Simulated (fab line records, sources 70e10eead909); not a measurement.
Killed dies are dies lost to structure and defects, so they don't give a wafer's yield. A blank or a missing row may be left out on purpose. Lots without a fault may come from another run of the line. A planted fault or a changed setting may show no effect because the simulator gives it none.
Which tool did it? | flow nand_harc | 12 lots, 36 wafers sampled, at 1 step of a route of 1302

WHAT THE GAUGES READ, wafer by wafer
NHARC_P_CONTACT_CD_MEAS_19.
lot  | measured     | on        | cd_nm (nm)
L074 | day 5 04:34  | cd_sem-03 | 88.3 88.8 89.2
L077 | day 5 22:11  | cd_sem-01 | 91.7 88.9 90.3
L079 | day 7 07:32  | cd_sem-03 | 90.0 90.7 90.5
L082 | day 8 03:11  | cd_sem-03 | 90.3 90.9 91.7
L084 | day 8 21:09  | cd_sem-03 | 89.0 87.2 88.6
L085 | day 9 13:26  | cd_sem-03 | 90.3 91.2 91.5
L087 | day 10 05:30 | cd_sem-02 | 87.0 86.1 88.9
L089 | day 11 01:50 | cd_sem-03 | 88.9 88.4 87.9
L091 | day 12 02:02 | cd_sem-03 | 86.9 88.3 87.5
L093 | day 12 18:43 | cd_sem-03 | 89.5 90.8 91.6
L095 | day 13 13:38 | cd_sem-02 | 90.0 90.4 90.2
L097 | day 14 08:16 | cd_sem-03 | 90.5 90.0 89.6

WHICH TOOL RAN EACH LOT (tool, then ch and the chambers of the sampled wafers, then the start)
The record holds no process step before these readings.

THE ANSWER, worked out from the rows above alone
Rule: what is usual is taken from the lots themselves. Put in order of their means at a reading, lots are off if they are a third of the lots or fewer, leave a main group of 4 or more, and stand apart from it by a gap of 3 or more times the standard deviation of the main group's means; of several such gaps the widest counts. A main group whose means are all the same, to the digits that the tables above print for the reading, isn't used. A lot without any number at a reading at which 4 lots or more have one is off too. The other lots that the step has rows for count as sound.
No lot is off at any reading shown: from this, nothing can be told.

WHAT THE SIMULATOR HAD PUT IN
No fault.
